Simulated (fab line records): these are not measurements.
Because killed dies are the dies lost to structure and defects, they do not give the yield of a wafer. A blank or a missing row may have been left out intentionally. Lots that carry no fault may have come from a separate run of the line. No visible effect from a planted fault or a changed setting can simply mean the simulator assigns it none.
Chamber matching | flow n5Finfet | 4 sister chambers for N5_BEOL_M5_ETCH_62 on rieDiel-05
The step etches SOC in N2/H2, target depth 75 nm, overetch 15 nm, time 112.5 s. 4 wafers are shown with their chamber, then 7 later ones without.

== EACH WAFER AND ITS CHAMBER ==
wafer  | chamber | throttleValvePct (%)
L088.2 | 0       | 18.23
L088.4 | 1       | 17.78
L086.1 | 3       | 17.36
L086.4 | 2       | 18.17

== WAFERS WHOSE CHAMBER IS MISSING ==
wafer  | throttleValvePct (%)
L086.5 | 18.16
L090.2 | 18.17
L090.3 | 18.23
L090.4 | 17.80
L095.2 | 17.82
L095.3 | 17.39
L095.6 | 18.19

== WHICH CHAMBER EACH ONE RAN IN ==
wafer  | from the rows above     | in truth
L086.5 | 2                       | 2
L090.2 | 2                       | 2
L090.3 | 0                       | 0
L090.4 | 1                       | 1
L095.2 | 1                       | 1
L095.3 | 3                       | 3
L095.6 | can't be placed: 2 or 0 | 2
Correctly placed: 6 of 7. Not placeable from these rows: 1 (in 1, the candidates include the true chamber). Number placed wrongly: 0.
How it was worked out, from the rows above alone: a wafer's distance from a chamber is the root of the sum, over the readings, of the square of ((its reading less the chamber's mean) divided by the reading's scatter). If the next closest chamber is less than 2 further off than the closest, the wafer can't be placed; otherwise it belongs to the closest. Each chamber's mean is taken over the wafers shown for it. The scatter: with one shown wafer a chamber, the root of the mean of the squares of how far each hidden wafer lies from its nearest shown one.
